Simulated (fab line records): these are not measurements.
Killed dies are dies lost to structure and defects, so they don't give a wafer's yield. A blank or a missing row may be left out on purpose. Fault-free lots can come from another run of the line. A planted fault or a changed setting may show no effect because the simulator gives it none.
fab line records -- flow nand_harc
[record] lots = 6, wafers = 18, last_day = 34
route steps=1302 shown P_BONDPAD@366 END@1302
lots with no fault: from the same line, run without faults
start_h: hours from the record's first day to the start of the lot's first wafer shown -- wait_h: hours since the lot's step before -- " same as the row above -- L1.1+2: one row covering several wafers at once -- - no value, or no start was given -- * or withheld: withheld -- < > ~ a bound
route shown NAME@n: a module of which the file shows steps, and the number in the route of the first -- usual: the fault-free wafers' mean and standard deviation -- same: alike in all rows -- chamber/n: place in a boat -- sites: each site's reading -- _std_site: the standard deviation of these -- _edge_site: outer sites' mean less inner sites' -- radius_mm: for every site, how far away it sits from the centre of the wafer -- mask NAME#n: copy n -- behind: the tool/chamber that last shaped the wafer -- hold: what put the lot on hold/how long, in hours/how the hold closed -- device: whichever transistor did not switch (one of n, p or np) -- end of line: at the end of the route, the tests of the same wafers -- a step without rows: its recipe alone -- killed: count of dies lost to structure and defects at first sort (not the wafer's yield) -- map: a wafer's dies, marking killed ones x, the rest . and places with no die _
set.NAME: the setting as run; set.NAME@STEP: as run at that earlier step -- model.NAME: the simulator's own value behind a step, which no gauge read
lots at selected steps of the route; one table per step, one row per wafer
services: from which hour (start_h, from the record's first day; less than 0 if before it) a tool's chamber was out of use, for how many hours, and why
[[steps]]
[step NHARC_P_BONDPAD_HARDBAKE_10]
[recipe] temp_c = 118, time_s = 65
[step NHARC_P_BONDPAD_DESCUM_11]
[recipe] time_s = 3, o2_flow_sccm = 200, ar_flow_sccm = 0, bias_power_w = 0, chemistry = O2
[usual] drypump_motor_current_A = 5.7/0.46, oes_product_au = 0.999/0.0097, rf_vpp_V = 58.0/0.9, showerhead_plenum_p_Torr = 1.94/0.077, throttle_valve_pct = 11.311/0.0085
lot.wafer,tool,chamber,start_h,wait_h,drypump_motor_current_A,oes_product_au,rf_hours_counter_h,rf_vpp_V,showerhead_plenum_p_Torr,throttle_valve_pct
L530.1,rie_diel-08,2,255.73,-,6.2,1.008,2.0,59.0,2.04,11.312
L530.3,rie_diel-08,0,255.73,-,5.8,1.012,4.2,58.5,2.00,11.308
L530.2,rie_diel-08,1,255.73,-,6.1,1.001,1.0,57.8,1.84,11.326
L534.3,rie_diel-11,1,300.50,-,6.3,0.992,1.8,57.9,1.99,11.311
L534.2,rie_diel-11,2,300.50,-,5.1,1.006,1.6,58.6,2.05,11.303
L534.6,rie_diel-11,0,300.50,-,5.5,0.984,-,55.9,1.90,11.304
L535.4,rie_diel-03,3,307.83,-,6.1,1.003,0.3,56.9,1.80,11.312
L535.2,rie_diel-03,1,307.83,-,6.1,1.007,1.9,58.7,1.97,11.317
L535.6,rie_diel-03,3,307.83,-,6.1,1.006,-,56.5,1.80,11.325
L539.3,rie_diel-03,2,339.42,-,4.9,0.994,4.7,57.1,1.96,11.306
L539.2,rie_diel-03,3,339.42,-,6.1,1.010,3.1,56.9,1.80,11.325
L539.1,rie_diel-03,0,339.42,-,5.4,0.993,2.6,59.3,1.98,11.299
L540.4,rie_diel-11,3,352.41,-,5.8,0.997,2.7,57.2,1.86,11.308
L540.2,rie_diel-11,1,352.41,-,6.3,1.008,3.4,57.5,1.99,11.311
L540.5,rie_diel-11,0,352.41,-,5.5,0.999,-,57.5,1.90,11.304
L541.2,rie_diel-11,3,372.82,-,5.8,1.007,3.2,58.6,1.86,11.317
L541.1,rie_diel-11,1,372.82,-,6.3,1.001,3.9,58.4,1.99,11.312
L541.6,rie_diel-11,0,372.82,-,5.5,0.994,-,58.7,1.90,11.300
[step NHARC_P_BONDPAD_ETCH_37]
[recipe] target_depth_a = 600, overetch_a = 180, time_s = 65.91, ion_energy_ev = 200, n2_flow_sccm = 150, h2_flow_sccm = 150, ar_flow_sccm = 0, rf_w = 400, bias_w = 150, chemistry = N2/H2
[step NHARC_P_BONDPAD_ETCH_12]
[recipe] target_depth_a = 2000, time_s = 100, chf3_flow_sccm = 50, o2_flow_sccm = 10, ar_flow_sccm = 200, rf_w = 500, bias_w = 200, chemistry = CHF3/O2
[usual] drypump_motor_current_A = 5.7/0.46, oes_product_au = 0.942/0.023, rf_vpp_V = 371.3/2.1, showerhead_plenum_p_Torr = 2.44/0.09, throttle_valve_pct = 20.572/0.0086
lot.wafer,tool,chamber,start_h,wait_h,drypump_motor_current_A,oes_product_au,rf_hours_counter_h,rf_vpp_V,showerhead_plenum_p_Torr,throttle_valve_pct
L530.3,rie_diel-08,1,-,-,6.1,0.925,1.1,367.9,2.31,20.588
L530.1,rie_diel-08,2,-,-,6.2,0.920,2.0,374.3,2.55,20.566
L530.2,rie_diel-08,3,-,-,5.0,0.928,4.0,370.3,2.30,20.583
L534.2,rie_diel-11,1,-,-,6.3,0.972,1.8,372.3,2.49,20.566
L534.3,rie_diel-11,0,-,-,5.5,0.948,1.5,369.4,2.38,20.576
L534.6,rie_diel-11,1,-,-,6.3,0.969,-,372.7,2.49,20.569
L535.2,rie_diel-03,2,-,-,4.9,0.969,2.0,371.0,2.46,20.567
L535.4,rie_diel-03,3,-,-,6.1,0.971,0.3,366.4,2.27,20.565
L535.6,rie_diel-03,1,-,-,6.1,0.996,-,371.8,2.47,20.568
L539.1,rie_diel-03,1,-,-,6.1,0.923,4.2,372.1,2.47,20.558
L539.2,rie_diel-03,2,-,-,5.0,0.902,4.7,371.7,2.46,20.571
L539.3,rie_diel-03,3,-,-,6.1,0.927,3.1,368.6,2.27,20.565
L540.2,rie_diel-11,1,-,-,6.3,0.931,3.4,372.7,2.49,20.570
L540.4,rie_diel-11,0,-,-,5.5,0.923,2.9,369.6,2.38,20.576
L540.5,rie_diel-11,1,-,-,6.3,0.921,-,373.6,2.49,20.573
L541.2,rie_diel-11,3,-,-,5.8,0.922,3.3,368.3,2.34,20.565
L541.1,rie_diel-11,1,-,-,6.3,0.933,4.0,371.3,2.49,20.562
L541.6,rie_diel-11,3,-,-,5.8,0.931,-,369.7,2.34,20.577
[step NHARC_P_BONDPAD_CD_MEAS_13]
[usual] cd_nm = 498.2/1.9
lot.wafer,tool,chamber,start_h,wait_h,cd_nm
L530.1,cd_sem-02,-,256.06,-,495.6
L530.2,cd_sem-02,-,256.06,-,498.9
L530.3,cd_sem-02,-,256.06,-,497.9
L534.2,cd_sem-03,-,300.80,-,497.7
L534.3,cd_sem-03,-,300.80,-,496.3
L534.6,cd_sem-03,-,300.80,-,498.4
L535.2,cd_sem-01,-,308.15,-,500.7
L535.4,cd_sem-01,-,308.15,-,495.4
L535.6,cd_sem-01,-,308.15,-,497.6
L539.1,cd_sem-02,-,339.72,-,497.1
L539.2,cd_sem-02,-,339.72,-,497.8
L539.3,cd_sem-02,-,339.72,-,497.1
L540.2,cd_sem-01,-,352.72,-,500.1
L540.4,cd_sem-01,-,352.72,-,498.8
L540.5,cd_sem-01,-,352.72,-,499.7
L541.1,cd_sem-03,-,373.13,-,494.4
L541.2,cd_sem-03,-,373.13,-,494.1
L541.6,cd_sem-03,-,373.13,-,497.2
[step NHARC_P_BONDPAD_STRIP_15]
[recipe] o2_flow_sccm = 500, ar_flow_sccm = 0, bias_w = 0, chemistry = O2
[step NHARC_P_BONDPAD_ETCH_24]
[recipe] target_depth_a = 300, over_etch_frac = 0.3, time_s = 72.99, ion_energy_ev = 150, cf4_flow_sccm = 50, n2_flow_sccm = 100, ar_flow_sccm = 150, rf_w = 300, bias_w = 100, chemistry = CF4/N2
[step NHARC_P_BONDPAD_STRIP_16]
[recipe] time_s = 600, temp_c = 30, chemistry = post_etch_residue_remover
[step NHARC_P_BONDPAD_DEGAS_25]
[recipe] temp_c = 300, time_s = 60
[step NHARC_P_BONDPAD_PRE_CLEAN_26]
[recipe] time_s = 30, temp_c = 280, gas = H2/He
[usual] heater_power_w = 392/40
lot.wafer,tool,chamber,start_h,wait_h,heater_power_w
L530.2,pvd_sputter-01,-,-,-,373
L530.1,pvd_sputter-01,-,-,-,394
L530.3,pvd_sputter-01,-,-,-,377
L534.2,pvd_sputter-01,-,-,-,374
L534.3,pvd_sputter-01,-,-,-,390
L534.6,pvd_sputter-01,-,-,-,377
L535.2,pvd_sputter-01,-,-,-,376
L535.4,pvd_sputter-01,-,-,-,372
L535.6,pvd_sputter-01,-,-,-,384
L539.3,pvd_sputter-01,-,-,-,369
L539.1,pvd_sputter-01,-,-,-,381
L539.2,pvd_sputter-01,-,-,-,385
L540.2,pvd_sputter-02,-,-,-,419
L540.4,pvd_sputter-02,-,-,-,337
L540.5,pvd_sputter-02,-,-,-,386
L541.1,pvd_sputter-02,-,-,-,380
L541.2,pvd_sputter-02,-,-,-,422
L541.6,pvd_sputter-02,-,-,-,389
[step NHARC_P_BONDPAD_PVD_17]
[recipe] target_thk_a = 50, bias_v = 168.6, power_w = 15000, chamber_pressure_pa = 0.12, time_s = 8.06, substrate_temp_c = 50, material = TaN
[step NHARC_P_BONDPAD_PVD_27]
[recipe] target_thk_a = 300, chamber_pressure_pa = 5, power_w = 5000, substrate_temp_c = 30, time_s = 20.49, material = Cu
[usual] cathode_dc_power_W = 5000.0/0.84, throttle_valve_pct = 30.3/0.85
lot.wafer,tool,chamber,start_h,wait_h,cathode_dc_power_W,throttle_valve_pct
L530.3,pvd_sputter-01,-,-,-,4999.2,31.3
L530.2,pvd_sputter-01,-,-,-,4999.6,31.2
L530.1,pvd_sputter-01,-,-,-,4998.7,29.7
L534.3,pvd_sputter-01,-,-,-,5000.1,31.3
L534.2,pvd_sputter-01,-,-,-,5000.3,30.8
L534.6,pvd_sputter-01,-,-,-,5000.5,30.3
L535.2,pvd_sputter-01,-,-,-,5001.3,29.7
L535.4,pvd_sputter-01,-,-,-,5001.5,31.0
L535.6,pvd_sputter-01,-,-,-,5000.5,29.6
L539.1,pvd_sputter-01,-,-,-,5000.7,29.7
L539.2,pvd_sputter-01,-,-,-,5000.3,30.3
L539.3,pvd_sputter-01,-,-,-,4999.1,31.1
L540.4,pvd_sputter-02,-,-,-,5000.1,30.0
L540.2,pvd_sputter-02,-,-,-,5000.0,30.7
L540.5,pvd_sputter-02,-,-,-,5000.4,30.1
L541.2,pvd_sputter-02,-,-,-,5000.4,31.3
L541.1,pvd_sputter-02,-,-,-,4999.8,30.1
L541.6,pvd_sputter-02,-,-,-,4999.9,30.9
[step NHARC_P_BONDPAD_ECD_18]
[recipe] target_thk_a = 4000, bath_temp_c = 25, material = Cu
[usual] bath_heat_duty_pct = 6.3/0.7, bath_temp_c = 24.99/0.11
lot.wafer,tool,chamber,start_h,wait_h,bath_heat_duty_pct,bath_temp_c
L530.1,ecd_cu-01,1,257.04,-,6.1,24.84
L530.2,ecd_cu-01,0,257.04,-,6.6,25.01
L530.3,ecd_cu-01,1,257.04,-,7.2,24.90
L534.2,ecd_cu-02,0,301.89,-,-,-
L534.3,ecd_cu-02,1,301.89,-,-,-
L534.6,ecd_cu-02,1,301.89,-,-,-
L535.2,ecd_cu-02,1,309.17,-,-,-
L535.4,ecd_cu-02,0,309.17,-,-,-
L535.6,ecd_cu-02,1,309.17,-,-,-
L539.2,ecd_cu-02,1,340.71,-,5.6,25.22
L539.1,ecd_cu-02,0,340.71,-,6.6,24.90
L539.3,ecd_cu-02,0,340.71,-,8.1,25.05
L540.2,ecd_cu-02,0,353.75,-,6.8,25.11
L540.4,ecd_cu-02,1,353.75,-,5.4,24.74
L540.5,ecd_cu-02,0,353.75,-,6.8,25.10
L541.1,ecd_cu-02,0,374.21,-,6.9,24.97
L541.2,ecd_cu-02,1,374.21,-,5.3,24.98
L541.6,ecd_cu-02,0,374.21,-,6.9,24.88
[step NHARC_P_BONDPAD_ANNEAL_28]
[recipe] temp_c = 225, time_s = 90
[step NHARC_P_BONDPAD_CMP_19]
[recipe] t_overpolish_s = 30, cu_recess_touch_s = 16, target_thk_nm = 160.81
[usual] motor_current_A = 12.4/1.4, overpolish_run_s = 30.001/0.0092
lot.wafer,tool,chamber,start_h,wait_h,motor_current_A,overpolish_run_s
L530.2,cmp-01,1,257.77,-,15.2,30.009
L530.1,cmp-01,3,257.77,-,12.0,30.006
L530.3,cmp-01,0,257.77,-,12.6,29.989
L534.3,cmp-01,1,302.62,-,15.2,29.995
L534.2,cmp-01,2,302.62,-,10.4,29.980
L534.6,cmp-01,0,302.62,-,11.6,30.012
L535.4,cmp-02,0,309.84,-,12.4,29.999
L535.2,cmp-02,1,309.84,-,13.5,29.984
L535.6,cmp-02,0,309.84,-,11.1,30.009
L539.1,cmp-01,0,341.43,-,12.4,29.998
L539.2,cmp-01,1,341.43,-,15.5,29.998
L539.3,cmp-01,2,341.43,-,10.5,30.007
L540.2,cmp-03,0,354.46,-,10.9,29.988
L540.4,cmp-03,2,354.46,-,11.2,30.003
L540.5,cmp-03,0,354.46,-,10.5,30.004
L541.2,cmp-01,2,375.17,-,10.8,29.992
L541.1,cmp-01,0,375.17,-,12.5,30.006
L541.6,cmp-01,2,375.17,-,10.8,30.005
[step NHARC_P_BONDPAD_THK_MEAS_20]
[recipe] thk_meas_gauge = xrf
[usual] thk_nm = 161.1/1.3
lot.wafer,tool,chamber,start_h,wait_h,thk_nm
L530.1,film_metro-01,-,258.09,-,161.0
L530.2,film_metro-01,-,258.09,-,158.6
L530.3,film_metro-01,-,258.09,-,160.5
L534.2,film_metro-02,-,302.89,-,29.9
L534.3,film_metro-02,-,302.89,-,29.3
L534.6,film_metro-02,-,302.89,-,30.5
L535.2,film_metro-02,-,310.16,-,28.8
L535.4,film_metro-02,-,310.16,-,28.9
L535.6,film_metro-02,-,310.16,-,31.2
L539.1,film_metro-02,-,341.76,-,160.2
L539.2,film_metro-02,-,341.76,-,160.4
L539.3,film_metro-02,-,341.76,-,160.5
L540.2,film_metro-02,-,354.76,-,163.2
L540.4,film_metro-02,-,354.76,-,160.2
L540.5,film_metro-02,-,354.76,-,161.2
L541.1,film_metro-01,-,375.49,-,162.2
L541.2,film_metro-01,-,375.49,-,161.1
L541.6,film_metro-01,-,375.49,-,161.5
[step NHARC_P_BONDPAD_SRD_21]
[recipe] time_s = 30, temp_c = 23, dry_time_s = 20, spin_rpm = 1500
[step NHARC_END_SORT_01]
[recipe] temp_c = 25
[usual] defect_limited_yield = 91.4/2.7, killed_at_array = 53/18, killed_at_other = 1.0/1.2, killed_at_periphery = 3.6/2.4, killed_dies = 58/18, killed_open = 3.4/1.8, killed_short = 2.3/1.5, sort_bin_2_pct = 3.1/1.2, sort_bin_3_pct = 0.7/0.39, sort_bin_4_pct = 4.8/1.6, sort_n_pass = 619/18, sort_rim_yield_pct = 88/4.1, sort_yield_pct = 91.4/2.7
[same] gross_dies = 677, sort_bin_5_pct[%] = 0, sort_bin_6_pct[%] = 0, sort_bin_7_pct[%] = 0, sort_bin_8_pct[%] = 0, sort_rim_n_gross = 106.00
lot.wafer,tool,chamber,start_h,wait_h,defect_limited_yield[%],killed_at_array,killed_at_other,killed_at_periphery,killed_dies,killed_open,killed_short,sort_bin_2_pct[%],sort_bin_3_pct[%],sort_bin_4_pct[%],sort_n_pass,sort_rim_yield_pct[%],sort_yield_pct[%]
L530.1,prober-01,0,681.70,2.5,92.9,44,4,0,48,1,1,1.8,0.6,4.7,629,87,92.9
L530.2,prober-01,0,682.50,2.8,93.4,41,1,3,45,1,4,3.0,0.1,3.5,632,89,93.4
L530.3,prober-01,0,683.30,3.1,92.5,48,1,2,51,3,2,2.5,0.6,4.4,626,85,92.5
L534.2,prober-01,0,733.74,2.8,0,37,1,639,677,2,2,97.0,0.1,2.8,0,0,0
L534.3,prober-01,0,734.56,3.1,0,35,2,640,677,1,0,96.8,0.4,2.8,0,0,0
L534.6,prober-01,0,737.01,4.1,0,32,2,643,677,3,1,97.3,0.1,2.5,0,0,0
L535.2,prober-02,0,733.79,2.8,0,43,2,632,677,4,2,95.9,0.4,3.7,0,0,0
L535.4,prober-02,0,735.39,3.4,0,28,2,647,677,1,1,97.0,0.7,2.2,0,0,0
L535.6,prober-02,0,736.99,4.0,0,34,1,642,677,0,3,96.3,0.4,3.2,0,0,0
// killed by level:class
L530.1 A_SLIT:chamber_film_flake=24 A_CHANNEL_HOLE_D1:chamber_film_flake=8 THIN_TSV:chamber_film_flake=4 A_CONTACT:chamber_film_flake=3 A_ZERO_WELL:chamber_film_flake=2 A_CHANNEL_FILL_D2:chamber_film_flake=2 A_WL_FILL:chamber_film_flake=2 A_BLC:geometric_particle:short=1
L530.2 A_SLIT:chamber_film_flake=21 A_CONTACT:chamber_film_flake=7 A_CHANNEL_HOLE_D1:chamber_film_flake=4 A_SGD_CUT:geometric_particle:short=1 P_M0:geometric_particle:open=1 A_CHANNEL_FILL_D1:geometric_particle:short=1 A_ONON_D2:geometric_particle:short=1 A_CONTACT:geometric_particle:short=1
L530.3 A_SLIT:chamber_film_flake=21 A_CHANNEL_HOLE_D1:chamber_film_flake=8 A_CONTACT:chamber_film_flake=8 A_M1:chamber_film_flake=2 A_SOURCE_PLATE:geometric_particle:open=1 A_CHANNEL_FILL_D1:geometric_particle:short=1 A_DECK1_JOINT:geometric_particle:open=1 A_M1:geometric_particle:open=1
L534.2 P_BONDPAD:area_ecd=636 A_SLIT:chamber_film_flake=20 A_CHANNEL_HOLE_D1:chamber_film_flake=5 A_CHANNEL_FILL_D2:chamber_film_flake=3 P_GATE:chamber_film_flake=2 A_CHANNEL_FILL_D1:chamber_film_flake=2 A_CONTACT:chamber_film_flake=2 A_CHANNEL_HOLE_D1:geometric_particle:short=1
L535.2 P_BONDPAD:area_ecd=631 A_CHANNEL_HOLE_D2:chamber_film_flake=18 A_CHANNEL_HOLE_D1:chamber_film_flake=8 A_STAIRCASE:chamber_film_flake=4 A_DECK1_JOINT:chamber_film_flake=3 A_SLIT:chamber_film_flake=2 A_CONTACT:chamber_film_flake=2 THIN_TSV:chamber_film_flake=2
L534.3 P_BONDPAD:area_ecd=639 A_SLIT:chamber_film_flake=20 A_CHANNEL_HOLE_D1:chamber_film_flake=4 A_CHANNEL_FILL_D2:chamber_film_flake=3 A_CONTACT:chamber_film_flake=3 A_STAIRCASE:chamber_film_flake=2 THIN_TSV:chamber_film_flake=2 P_M0:geometric_particle:open=1
L535.4 P_BONDPAD:area_ecd=646 A_CHANNEL_HOLE_D2:chamber_film_flake=9 A_CHANNEL_HOLE_D1:chamber_film_flake=9 A_SLIT:chamber_film_flake=3 A_CONTACT:chamber_film_flake=3 THIN_TSV:chamber_film_flake=2 P_CONTACT:geometric_particle:short=1 A_ONON_D2:geometric_particle:open=1
L535.6 P_BONDPAD:area_ecd=640 A_CHANNEL_HOLE_D2:chamber_film_flake=16 A_CHANNEL_HOLE_D1:chamber_film_flake=5 A_SLIT:chamber_film_flake=5 A_DECK1_JOINT:chamber_film_flake=2 P_M2:geometric_particle:short=1 A_CHANNEL_HOLE_D2:geometric_particle:short=1 A_WL_FILL:geometric_particle:short=1
L534.6 P_BONDPAD:area_ecd=643 A_SLIT:chamber_film_flake=13 A_CHANNEL_HOLE_D1:chamber_film_flake=5 A_CHANNEL_FILL_D2:chamber_film_flake=5 A_CONTACT:chamber_film_flake=3 THIN_TSV:chamber_film_flake=2 A_CHANNEL_HOLE_D2:geometric_particle:open=1 A_CHANNEL_FILL_D2:geometric_particle:open=1
// map L534.2 (x killed, . not)
____________x____________
_________xxxxxxx_________
_______xxxxxxxxxxx_______
______xxxxxxxxxxxxx______
_____xxxxxxxxxxxxxxx_____
____xxxxxxxxxxxxxxxxx____
____xxxxxxxxxxxxxxxxx____
___xxxxxxxxxxxxxxxxxxx___
___xxxxxxxxxxxxxxxxxxx___
__xxxxxxxxxxxxxxxxxxxxx__
__xxxxxxxxxxxxxxxxxxxxx__
_xxxxxxxxxxxxxxxxxxxxxxx_
_xxxxxxxxxxxxxxxxxxxxxxx_
_xxxxxxxxxxxxxxxxxxxxxxx_
_xxxxxxxxxxxxxxxxxxxxxxx_
_xxxxxxxxxxxxxxxxxxxxxxx_
xxxxxxxxxxxxxxxxxxxxxxxxx
xxxxxxxxxxxxxxxxxxxxxxxxx
xxxxxxxxxxxxxxxxxxxxxxxxx
xxxxxxxxxxxxxxxxxxxxxxxxx
xxxxxxxxxxxxxxxxxxxxxxxxx
_xxxxxxxxxxxxxxxxxxxxxxx_
_xxxxxxxxxxxxxxxxxxxxxxx_
_xxxxxxxxxxxxxxxxxxxxxxx_
_xxxxxxxxxxxxxxxxxxxxxxx_
_xxxxxxxxxxxxxxxxxxxxxxx_
__xxxxxxxxxxxxxxxxxxxxx__
__xxxxxxxxxxxxxxxxxxxxx__
___xxxxxxxxxxxxxxxxxxx___
___xxxxxxxxxxxxxxxxxxx___
____xxxxxxxxxxxxxxxxx____
____xxxxxxxxxxxxxxxxx____
_____xxxxxxxxxxxxxxx_____
______xxxxxxxxxxxxx______
_______xxxxxxxxxxx_______
_________xxxxxxx_________
____________x____________
// map L535.2 (x killed, . not)
____________x____________
_________xxxxxxx_________
_______xxxxxxxxxxx_______
______xxxxxxxxxxxxx______
_____xxxxxxxxxxxxxxx_____
____xxxxxxxxxxxxxxxxx____
____xxxxxxxxxxxxxxxxx____
___xxxxxxxxxxxxxxxxxxx___
___xxxxxxxxxxxxxxxxxxx___
__xxxxxxxxxxxxxxxxxxxxx__
__xxxxxxxxxxxxxxxxxxxxx__
_xxxxxxxxxxxxxxxxxxxxxxx_
_xxxxxxxxxxxxxxxxxxxxxxx_
_xxxxxxxxxxxxxxxxxxxxxxx_
_xxxxxxxxxxxxxxxxxxxxxxx_
_xxxxxxxxxxxxxxxxxxxxxxx_
xxxxxxxxxxxxxxxxxxxxxxxxx
xxxxxxxxxxxxxxxxxxxxxxxxx
xxxxxxxxxxxxxxxxxxxxxxxxx
xxxxxxxxxxxxxxxxxxxxxxxxx
xxxxxxxxxxxxxxxxxxxxxxxxx
_xxxxxxxxxxxxxxxxxxxxxxx_
_xxxxxxxxxxxxxxxxxxxxxxx_
_xxxxxxxxxxxxxxxxxxxxxxx_
_xxxxxxxxxxxxxxxxxxxxxxx_
_xxxxxxxxxxxxxxxxxxxxxxx_
__xxxxxxxxxxxxxxxxxxxxx__
__xxxxxxxxxxxxxxxxxxxxx__
___xxxxxxxxxxxxxxxxxxx___
___xxxxxxxxxxxxxxxxxxx___
____xxxxxxxxxxxxxxxxx____
____xxxxxxxxxxxxxxxxx____
_____xxxxxxxxxxxxxxx_____
______xxxxxxxxxxxxx______
_______xxxxxxxxxxx_______
_________xxxxxxx_________
____________x____________
[[services]]
tool,chamber,start_h,hours,kind
cmp-02,-,233.51,4.0,pm
pvd_sputter-02,-,239.93,2.7,repair
ecd_cu-02,-,244.06,8.0,pm
rie_diel-08,3,247.54,8.2,repair
pvd_sputter-02,-,250.48,2.4,repair
cmp-01,-,253.53,3.7,repair
rie_diel-11,-,255.50,9.0,pm
rie_diel-08,2,256.48,3.4,repair
cmp-03,-,260.61,4.0,pm
rie_diel-08,3,263.35,10.4,repair
cmp-02,-,264.18,2.4,repair
ecd_cu-01,-,264.79,1.3,repair
rie_diel-03,-,281.30,9.0,pm
pvd_sputter-02,-,282.05,10.0,pm
cmp-01,-,283.50,4.0,pm
rie_diel-03,3,291.79,10.1,repair
cmp-02,-,331.51,4.0,pm
ecd_cu-01,-,336.36,8.0,pm
cmp-03,-,343.31,0.8,repair
rie_diel-03,3,348.47,3.0,repair
cmp-03,-,350.88,3.5,repair
cmp-03,-,355.07,1.0,repair
rie_diel-08,-,367.80,9.0,pm
ecd_cu-02,-,373.67,0.5,repair
[[key]]
[first_sign] step = NHARC_P_BONDPAD_ECD_18, reading = tool_record, direction = missing
[effect] step = NHARC_P_BONDPAD_THK_MEAS_20, reading = thk_nm, direction = down, sigmas = 99+, usual = 161.1, struck = 29.8
[effect] step = NHARC_END_SORT_01, reading = killed_at_periphery, direction = up, sigmas = 99+, usual = 3.6, struck = 640.5
[more_kills_born_at] NHARC_P_BONDPAD_ECD_18@ecd_cu-02 = 3835
met_at NHARC_P_BONDPAD_ECD_18
struck_wafers L534.2,L534.3,L534.6,L535.2,L535.4,L535.6
later_rows_left_out L534.2,L534.3,L534.6,L535.2,L535.4,L535.6
[fault] kind = skipped_step_whole, tool = ecd_cu-02, chamber = -, onset_h = 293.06, steps = NHARC_P_BONDPAD_ECD_18, scope = struck_lots_only
// later_rows_left_out: the simulator's readings of these wafers behind a module that went badly wrong aren't trusted and aren't shown, but for the sort
